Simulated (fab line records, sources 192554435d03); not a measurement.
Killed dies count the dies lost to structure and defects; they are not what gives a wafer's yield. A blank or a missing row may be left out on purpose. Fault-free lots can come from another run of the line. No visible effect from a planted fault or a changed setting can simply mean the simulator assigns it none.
fab line records + flow n5-finfet + part 2 of 2: steps 5 to 6 of 6
record:
- lots: 22
- wafers: 66
- last-day: 17
route steps=1938 shown BEOL_M14@1749 BEOL_M15@1787
lots that met no fault: from a run of the same line without faults
start-h: hours from the record's first day to the start of the lot's first wafer shown + wait-h: time in hours since the lot's previous step + " as in the row above + L1.1+2: one row covering several wafers at once + - either no value or no given start + * or withheld: withheld + < > ~ a bound
route shown NAME@n: NAME is a module with steps in the file, n the number in the route of the first one + usual: mean/standard deviation taken from wafers without a fault + same: alike in all rows + chamber/n: place in a boat + sites: readings site by site + _std_site: the standard deviation of these + _edge_site: the outer-site mean with the inner-site mean subtracted + radius-mm: how far each site lies from the wafer's centre + mask NAME#n: copy n + behind: the last tool/chamber to shape the wafer + hold: reason for holding the lot/hours on hold/outcome of the hold + device: the transistor (n, p or np) that didn't switch + end of line: tests of these same wafers at the route's end + where a step has no rows: the recipe by itself + killed: dies that structure and defects cost at the first sort, which is not the same as the wafer's yield + map: a wafer's dies, x killed, . not, _ none there
set.NAME: the setting the step ran with; set.NAME@STEP: the setting that earlier step ran with + model.NAME: the simulator's own value behind a step, which no gauge read
a sample of lots followed through the steps of the route, with each step as a table and each wafer as a row
services: the hour from which a tool's chamber was out of use, counted from the record's first day as start-h (under 0 if before that day), plus the number of hours and why
== steps ==
step: N5_BEOL_M15_STRIP_37
recipe:
- chemistry: O2
- power-w: 600
- temp-c: 60
- pressure-mtorr: 30
- rf-frequency-hz: 6e+07
- bias-power-w: 0
- overash-fraction: 0.3
- o2-flow-sccm: 225
usual:
- drypump-motor-current-A: 5.6/0.5
- oes-product-au: 0.78/0.073
- rf-vpp-V: 3.7/0.69
- showerhead-plenum-p-Torr: 2.09/0.071
- throttle-valve-pct: 16.71/0.22
same:
- overash-fraction: 0.3
| lot.wafer | tool        | chamber | start-h | wait-h | drypump-motor-current-A | oes-product-au | rf-hours-counter-h | rf-vpp-V | showerhead-plenum-p-Torr | throttle-valve-pct |
|-----------|-------------|---------|---------|--------|-------------------------|----------------|--------------------|----------|--------------------------|--------------------|
| L074.1    | rie-diel-06 | 3       | -       | -      | 6.8                     | 0.87           | 60                 | 2.8      | 2.12                     | 16.44              |
| L074.5    | "           | 1       | "       | "      | 5.3                     | 0.85           | -                  | 4.2      | 2.12                     | 16.71              |
| L074.6    | "           | 2       | "       | "      | 5.7                     | 0.72           | -                  | 5.0      | 2.01                     | 17.04              |
| L075.1    | rie-diel-06 | 0       | -       | -      | 5.5                     | 0.73           | 176                | 4.1      | 2.00                     | 16.94              |
| L075.2    | "           | 2       | "       | "      | 5.7                     | 0.72           | 165                | 3.3      | 2.01                     | 17.06              |
| L075.4    | "           | 1       | "       | "      | 5.4                     | 0.83           | 86                 | 4.4      | 2.12                     | 16.71              |
| L077.1    | rie-diel-06 | 0       | -       | -      | 5.5                     | 0.73           | 178                | 4.3      | 2.00                     | 16.93              |
| L077.2    | "           | 1       | "       | "      | 5.3                     | 0.83           | 88                 | 4.3      | 2.12                     | 16.73              |
| L077.6    | "           | 0       | "       | "      | 5.5                     | 0.74           | -                  | 3.0      | 2.00                     | 16.95              |
| L078.1    | rie-diel-06 | 1       | -       | -      | 5.4                     | 0.83           | 88                 | 2.8      | 2.12                     | 16.73              |
| L078.4    | "           | 2       | "       | "      | 5.7                     | 0.72           | 168                | 3.8      | 2.00                     | 17.07              |
| L078.6    | "           | 3       | "       | "      | 6.7                     | 0.85           | -                  | 4.3      | 2.12                     | 16.46              |
| L076.4    | rie-diel-05 | 2       | -       | -      | 6.0                     | 0.95           | 11                 | 3.7      | 2.05                     | 16.55              |
| L076.5    | "           | 1       | "       | "      | 5.6                     | 0.90           | -                  | 3.7      | 2.23                     | 16.66              |
| L076.6    | "           | 0       | "       | "      | 5.3                     | 0.76           | -                  | 4.4      | 2.07                     | 16.49              |
| L079.4    | rie-diel-05 | 3       | -       | -      | 5.4                     | 0.72           | 200                | 3.9      | 2.18                     | 16.73              |
| L079.5    | "           | 1       | "       | "      | 5.6                     | 0.90           | -                  | 3.9      | 2.23                     | 16.66              |
| L079.6    | "           | 0       | "       | "      | 5.3                     | 0.74           | -                  | 4.7      | 2.07                     | 16.47              |
| L080.1    | rie-diel-06 | 3       | -       | -      | 6.8                     | 0.83           | 74                 | 4.3      | 2.12                     | 16.45              |
| L080.3    | "           | 1       | "       | "      | 5.4                     | 0.83           | 94                 | 3.4      | 2.12                     | 16.73              |
| L080.4    | "           | 2       | "       | "      | 5.7                     | 0.72           | 174                | 3.3      | 2.00                     | 17.07              |
| L081.2    | rie-diel-03 | 2       | -       | -      | 4.8                     | 0.87           | 33                 | 2.9      | 2.05                     | 16.18              |
| L081.4    | "           | 1       | "       | "      | 5.2                     | 0.69           | 238                | 2.1      | 2.15                     | 16.75              |
| L081.6    | "           | 0       | "       | "      | 5.3                     | 0.68           | -                  | 3.0      | 2.16                     | 16.76              |
| L082.2    | rie-diel-05 | 2       | -       | -      | 6.0                     | 0.93           | 18                 | 4.3      | 2.05                     | 16.60              |
| L082.3    | "           | 1       | "       | "      | 5.6                     | 0.87           | 30                 | 3.7      | 2.22                     | 16.66              |
| L082.6    | "           | 0       | "       | "      | 5.3                     | 0.73           | -                  | 3.1      | 2.07                     | 16.51              |
| L083.1    | rie-diel-05 | 0       | -       | -      | 5.3                     | 0.74           | 198                | 4.9      | 2.07                     | 16.51              |
| L083.2    | "           | 2       | "       | "      | 6.0                     | 0.93           | 18                 | 3.1      | 2.05                     | 16.58              |
| L083.6    | "           | 0       | "       | "      | 5.3                     | 0.74           | -                  | 3.6      | 2.07                     | 16.51              |
| L084.1    | rie-diel-06 | 2       | -       | -      | 5.7                     | 0.72           | 179                | 4.2      | 2.00                     | 17.08              |
| L084.2    | "           | 1       | "       | "      | 5.4                     | 0.82           | 99                 | 4.1      | 2.12                     | 16.75              |
| L084.4    | "           | 3       | "       | "      | 6.7                     | 0.83           | 79                 | 3.3      | 2.12                     | 16.47              |
| L088.1    | rie-diel-05 | 2       | -       | -      | 6.0                     | 0.91           | 28                 | 3.4      | 2.05                     | 16.59              |
| L088.2    | "           | 1       | "       | "      | 5.6                     | 0.85           | 41                 | 3.4      | 2.22                     | 16.69              |
| L088.3    | "           | 3       | "       | "      | 5.4                     | 0.71           | 217                | 5.3      | 2.17                     | 16.77              |
| L086.1    | rie-diel-05 | 0       | -       | -      | 5.3                     | 0.73           | 207                | 3.4      | 2.07                     | 16.51              |
| L086.3    | "           | 1       | "       | "      | 5.6                     | 0.86           | 41                 | 2.7      | 2.22                     | 16.68              |
| L086.4    | "           | 3       | "       | "      | 5.4                     | 0.71           | 218                | 3.8      | 2.17                     | 16.78              |
| L090.1    | rie-diel-03 | 3       | -       | -      | 5.1                     | 0.79           | 137                | 3.1      | 2.10                     | 16.60              |
| L090.2    | "           | 2       | "       | "      | 4.8                     | 0.85           | 47                 | 3.2      | 2.05                     | 16.22              |
| L090.5    | "           | 3       | "       | "      | 5.1                     | 0.79           | -                  | 3.2      | 2.10                     | 16.60              |
| L089.1    | rie-diel-06 | 0       | -       | -      | 5.5                     | 0.72           | 203                | 3.6      | 2.00                     | 16.99              |
| L089.4    | "           | 3       | "       | "      | 6.7                     | 0.81           | 93                 | 2.9      | 2.11                     | 16.51              |
| L089.6    | "           | 0       | "       | "      | 5.5                     | 0.72           | -                  | 4.3      | 2.00                     | 16.96              |
| L091.3    | rie-diel-06 | 3       | -       | -      | 6.8                     | 0.82           | 94                 | 4.4      | 2.11                     | 16.51              |
| L091.4    | "           | 0       | "       | "      | 5.5                     | 0.72           | 204                | 3.7      | 2.00                     | 16.99              |
| L091.6    | "           | 1       | "       | "      | 5.3                     | 0.80           | -                  | 2.9      | 2.11                     | 16.78              |
| L093.1    | rie-diel-06 | 0       | -       | -      | 5.5                     | 0.71           | 207                | 4.1      | 1.99                     | 17.01              |
| L093.4    | "           | 2       | "       | "      | 5.7                     | 0.70           | 198                | 4.1      | 1.99                     | 17.14              |
| L093.6    | "           | 3       | "       | "      | 6.8                     | 0.81           | -                  | 3.6      | 2.11                     | 16.51              |
| L092.1    | rie-diel-05 | 1       | -       | -      | 5.6                     | 0.85           | 51                 | 4.4      | 2.22                     | 16.73              |
| L092.3    | "           | 3       | "       | "      | 5.4                     | 0.70           | 227                | 3.3      | 2.17                     | 16.77              |
| L092.6    | "           | 2       | "       | "      | 6.0                     | 0.89           | -                  | 3.5      | 2.05                     | 16.65              |
| L094.1    | rie-diel-06 | 3       | -       | -      | 6.8                     | 0.80           | 101                | 3.1      | 2.11                     | 16.52              |
| L094.2    | "           | 0       | "       | "      | 5.5                     | 0.70           | 211                | 3.9      | 1.99                     | 17.01              |
| L094.3    | "           | 2       | "       | "      | 5.7                     | 0.69           | 202                | 3.1      | 1.99                     | 17.12              |
| L095.2    | rie-diel-05 | 3       | -       | -      | 5.4                     | 0.69           | 233                | 5.1      | 2.16                     | 16.79              |
| L095.3    | "           | 0       | "       | "      | 5.3                     | 0.72           | 222                | 4.3      | 2.06                     | 16.54              |
| L095.6    | "           | 1       | "       | "      | 5.6                     | 0.83           | -                  | 3.7      | 2.21                     | 16.72              |
| L097.3    | rie-diel-05 | 3       | -       | -      | 5.4                     | 0.69           | 236                | 4.9      | 2.16                     | 16.81              |
| L097.4    | "           | 1       | "       | "      | 5.6                     | 0.84           | 59                 | 2.4      | 2.21                     | 16.74              |
| L097.6    | "           | 2       | "       | "      | 6.0                     | 0.87           | -                  | 4.9      | 2.04                     | 16.64              |
| L096.1    | rie-diel-05 | 1       | -       | -      | 5.6                     | 0.84           | 60                 | 3.1      | 2.21                     | 16.72              |
| L096.3    | "           | 2       | "       | "      | 6.0                     | 0.87           | 47                 | 3.9      | 2.04                     | 16.64              |
| L096.5    | "           | 3       | "       | "      | 5.4                     | 0.70           | -                  | 3.7      | 2.16                     | 16.82              |
step: N5_BEOL_M15_ETCH_38
recipe:
- chemistry: CF4/N2
- target: SiCN
- target-depth-a: 1064
- taper-deg: 2
- time-s: 120.5
- ion-energy-ev: 150
- mask-material: SiO2
- pressure-mtorr: 40
- source-w: 430
- bias-w: 70
- Ar_flow_sccm: 100
- cf4-flow-sccm: 60
- n2-flow-sccm: 60
usual:
- drypump-motor-current-A: 5.6/0.51
- oes-product-au: 0.78/0.074
- rf-vpp-V: 382.3/2
- showerhead-plenum-p-Torr: 2.21/0.071
- throttle-valve-pct: 15.50/0.21
same:
- time-s: 120.5
| lot.wafer | tool        | chamber | start-h | wait-h | drypump-motor-current-A | oes-product-au | rf-hours-counter-h | rf-vpp-V | showerhead-plenum-p-Torr | throttle-valve-pct |
|-----------|-------------|---------|---------|--------|-------------------------|----------------|--------------------|----------|--------------------------|--------------------|
| L074.1    | rie-diel-06 | 3       | -       | -      | 6.8                     | 0.86           | 60                 | 383.3    | 2.24                     | 15.26              |
| L074.5    | "           | 1       | "       | "      | 5.3                     | 0.84           | -                  | 385.3    | 2.24                     | 15.51              |
| L074.6    | "           | 2       | "       | "      | 5.7                     | 0.72           | -                  | 380.0    | 2.12                     | 15.83              |
| L075.1    | rie-diel-06 | 0       | -       | -      | 5.5                     | 0.74           | 176                | 379.8    | 2.11                     | 15.70              |
| L075.2    | "           | 2       | "       | "      | 5.7                     | 0.72           | 165                | 379.7    | 2.12                     | 15.84              |
| L075.4    | "           | 1       | "       | "      | 5.4                     | 0.83           | 86                 | 383.9    | 2.24                     | 15.52              |
| L077.1    | rie-diel-06 | 0       | -       | -      | 5.5                     | 0.74           | 178                | 380.3    | 2.11                     | 15.70              |
| L077.2    | "           | 1       | "       | "      | 5.4                     | 0.83           | 88                 | 383.5    | 2.24                     | 15.53              |
| L077.6    | "           | 0       | "       | "      | 5.4                     | 0.73           | -                  | 379.1    | 2.11                     | 15.70              |
| L078.1    | rie-diel-06 | 1       | -       | -      | 5.4                     | 0.83           | 88                 | 382.4    | 2.24                     | 15.52              |
| L078.4    | "           | 2       | "       | "      | 5.7                     | 0.72           | 168                | 379.9    | 2.12                     | 15.84              |
| L078.6    | "           | 3       | "       | "      | 6.8                     | 0.84           | -                  | 382.9    | 2.24                     | 15.26              |
| L076.4    | rie-diel-05 | 2       | -       | -      | 6.0                     | 0.95           | 11                 | 381.9    | 2.17                     | 15.34              |
| L076.5    | "           | 1       | "       | "      | 5.6                     | 0.91           | -                  | 386.5    | 2.34                     | 15.42              |
| L076.6    | "           | 0       | "       | "      | 5.3                     | 0.74           | -                  | 383.3    | 2.20                     | 15.32              |
| L079.4    | rie-diel-05 | 3       | -       | -      | 5.4                     | 0.72           | 200                | 382.6    | 2.28                     | 15.51              |
| L079.5    | "           | 1       | "       | "      | 5.6                     | 0.90           | -                  | 386.0    | 2.34                     | 15.42              |
| L079.6    | "           | 0       | "       | "      | 5.3                     | 0.74           | -                  | 383.5    | 2.20                     | 15.35              |
| L080.1    | rie-diel-06 | 3       | -       | -      | 6.8                     | 0.83           | 74                 | 383.1    | 2.24                     | 15.29              |
| L080.3    | "           | 1       | "       | "      | 5.3                     | 0.82           | 94                 | 383.5    | 2.23                     | 15.52              |
| L080.4    | "           | 2       | "       | "      | 5.7                     | 0.71           | 174                | 380.9    | 2.12                     | 15.87              |
| L081.2    | rie-diel-03 | 2       | -       | -      | 4.8                     | 0.87           | 34                 | 380.1    | 2.16                     | 14.95              |
| L081.4    | "           | 1       | "       | "      | 5.2                     | 0.67           | 238                | 385.0    | 2.27                     | 15.59              |
| L081.6    | "           | 0       | "       | "      | 5.3                     | 0.67           | -                  | 382.2    | 2.27                     | 15.57              |
| L082.2    | rie-diel-05 | 2       | -       | -      | 6.0                     | 0.92           | 18                 | 381.7    | 2.17                     | 15.35              |
| L082.3    | "           | 1       | "       | "      | 5.6                     | 0.89           | 30                 | 384.9    | 2.34                     | 15.44              |
| L082.6    | "           | 0       | "       | "      | 5.3                     | 0.73           | -                  | 381.2    | 2.19                     | 15.36              |
| L083.1    | rie-diel-05 | 0       | -       | -      | 5.3                     | 0.72           | 198                | 382.0    | 2.19                     | 15.36              |
| L083.2    | "           | 2       | "       | "      | 6.0                     | 0.92           | 18                 | 382.4    | 2.17                     | 15.36              |
| L083.6    | "           | 0       | "       | "      | 5.3                     | 0.72           | -                  | 381.5    | 2.19                     | 15.35              |
| L084.1    | rie-diel-06 | 2       | -       | -      | 5.7                     | 0.70           | 179                | 379.5    | 2.11                     | 15.87              |
| L084.2    | "           | 1       | "       | "      | 5.3                     | 0.82           | 99                 | 382.5    | 2.23                     | 15.55              |
| L084.4    | "           | 3       | "       | "      | 6.8                     | 0.82           | 79                 | 383.4    | 2.24                     | 15.29              |
| L088.1    | rie-diel-05 | 2       | -       | -      | 6.0                     | 0.89           | 28                 | 380.4    | 2.16                     | 15.38              |
| L088.2    | "           | 1       | "       | "      | 5.6                     | 0.87           | 41                 | 385.3    | 2.33                     | 15.46              |
| L088.3    | "           | 3       | "       | "      | 5.4                     | 0.70           | 217                | 384.7    | 2.28                     | 15.55              |
| L086.1    | rie-diel-05 | 0       | -       | -      | 5.3                     | 0.72           | 207                | 381.9    | 2.19                     | 15.37              |
| L086.3    | "           | 1       | "       | "      | 5.6                     | 0.88           | 41                 | 387.0    | 2.33                     | 15.45              |
| L086.4    | "           | 3       | "       | "      | 5.4                     | 0.70           | 218                | 384.9    | 2.28                     | 15.55              |
| L090.1    | rie-diel-03 | 3       | -       | -      | 5.1                     | 0.79           | 137                | 383.6    | 2.21                     | 15.39              |
| L090.2    | "           | 2       | "       | "      | 4.8                     | 0.84           | 47                 | 381.5    | 2.16                     | 14.99              |
| L090.5    | "           | 3       | "       | "      | 5.1                     | 0.79           | -                  | 380.6    | 2.21                     | 15.40              |
| L089.1    | rie-diel-06 | 0       | -       | -      | 5.4                     | 0.72           | 203                | 380.2    | 2.10                     | 15.72              |
| L089.4    | "           | 3       | "       | "      | 6.8                     | 0.81           | 93                 | 384.3    | 2.23                     | 15.32              |
| L089.6    | "           | 0       | "       | "      | 5.5                     | 0.72           | -                  | 379.3    | 2.10                     | 15.73              |
| L091.3    | rie-diel-06 | 3       | -       | -      | 6.7                     | 0.82           | 94                 | 382.2    | 2.23                     | 15.33              |
| L091.4    | "           | 0       | "       | "      | 5.5                     | 0.72           | 204                | 380.7    | 2.10                     | 15.75              |
| L091.6    | "           | 1       | "       | "      | 5.4                     | 0.80           | -                  | 382.1    | 2.23                     | 15.58              |
| L093.1    | rie-diel-06 | 0       | -       | -      | 5.5                     | 0.71           | 207                | 379.6    | 2.10                     | 15.74              |
| L093.4    | "           | 2       | "       | "      | 5.7                     | 0.68           | 198                | 380.0    | 2.11                     | 15.91              |
| L093.6    | "           | 3       | "       | "      | 6.8                     | 0.81           | -                  | 383.5    | 2.23                     | 15.33              |
| L092.1    | rie-diel-05 | 1       | -       | -      | 5.6                     | 0.85           | 51                 | 383.9    | 2.33                     | 15.48              |
| L092.3    | "           | 3       | "       | "      | 5.4                     | 0.70           | 227                | 384.3    | 2.27                     | 15.57              |
| L092.6    | "           | 2       | "       | "      | 6.0                     | 0.89           | -                  | 381.7    | 2.16                     | 15.38              |
| L094.1    | rie-diel-06 | 3       | -       | -      | 6.8                     | 0.80           | 101                | 382.7    | 2.23                     | 15.34              |
| L094.2    | "           | 0       | "       | "      | 5.5                     | 0.71           | 211                | 379.5    | 2.10                     | 15.76              |
| L094.3    | "           | 2       | "       | "      | 5.7                     | 0.69           | 202                | 381.5    | 2.11                     | 15.94              |
| L095.2    | rie-diel-05 | 3       | -       | -      | 5.4                     | 0.70           | 233                | 384.3    | 2.27                     | 15.58              |
| L095.3    | "           | 0       | "       | "      | 5.3                     | 0.71           | 222                | 381.8    | 2.19                     | 15.38              |
| L095.6    | "           | 1       | "       | "      | 5.6                     | 0.85           | -                  | 385.3    | 2.33                     | 15.49              |
| L097.3    | rie-diel-05 | 3       | -       | -      | 5.4                     | 0.69           | 236                | 383.5    | 2.27                     | 15.58              |
| L097.4    | "           | 1       | "       | "      | 5.6                     | 0.84           | 59                 | 383.8    | 2.32                     | 15.48              |
| L097.6    | "           | 2       | "       | "      | 6.0                     | 0.87           | -                  | 381.5    | 2.16                     | 15.39              |
| L096.1    | rie-diel-05 | 1       | -       | -      | 5.6                     | 0.84           | 60                 | 386.0    | 2.32                     | 15.49              |
| L096.3    | "           | 2       | "       | "      | 6.0                     | 0.86           | 47                 | 380.6    | 2.16                     | 15.41              |
| L096.5    | "           | 3       | "       | "      | 5.4                     | 0.69           | -                  | 383.6    | 2.27                     | 15.57              |
== services ==
| tool        | chamber | start-h | hours | kind                          |
|-------------|---------|---------|-------|-------------------------------|
| rie-diel-03 | 3       | 217.87  | 22.0  | repair                        |
| rie-diel-05 | 2       | 219.60  | -     | clean                         |
| rie-diel-05 | 2       | 219.60  | -     | consumable-replace:focus-ring |
| rie-diel-05 | 2       | 219.60  | 16.4  | scheduled-down                |
| rie-diel-05 | 2       | 219.60  | 16.4  | vent-cycle                    |
| rie-diel-02 | -       | 220.78  | 2.3   | repair                        |
| rie-diel-05 | 3       | 240.96  | 8.6   | repair                        |
| rie-diel-01 | 3       | 270.15  | 5.9   | repair                        |
| rie-diel-05 | 2       | 283.44  | 5.7   | repair                        |
| rie-diel-01 | 2       | 285.76  | 10.5  | repair                        |
| rie-diel-03 | 1       | 291.24  | 4.8   | repair                        |
| rie-diel-03 | -       | 296.14  | 0.2   | repair                        |
| rie-diel-01 | 0       | 307.46  | 4.7   | repair                        |
| rie-diel-06 | -       | 307.82  | 0.2   | repair                        |
| rie-diel-01 | 0       | 314.89  | 13.9  | repair                        |
| rie-diel-01 | 1       | 329.92  | 2.2   | repair                        |
| rie-diel-03 | 0       | 341.19  | 7.5   | repair                        |
| rie-diel-04 | 3       | 350.74  | 3.8   | repair                        |
| rie-diel-01 | -       | 352.40  | 0.5   | repair                        |
| rie-diel-06 | 1       | 372.25  | 20.2  | repair                        |
| rie-diel-01 | -       | 374.73  | 2.8   | pm                            |
| rie-diel-05 | 2       | 385.76  | 2.4   | repair                        |
| rie-diel-01 | 0       | 391.51  | 7.0   | repair                        |
| rie-diel-06 | 0       | 394.34  | 4.2   | repair                        |
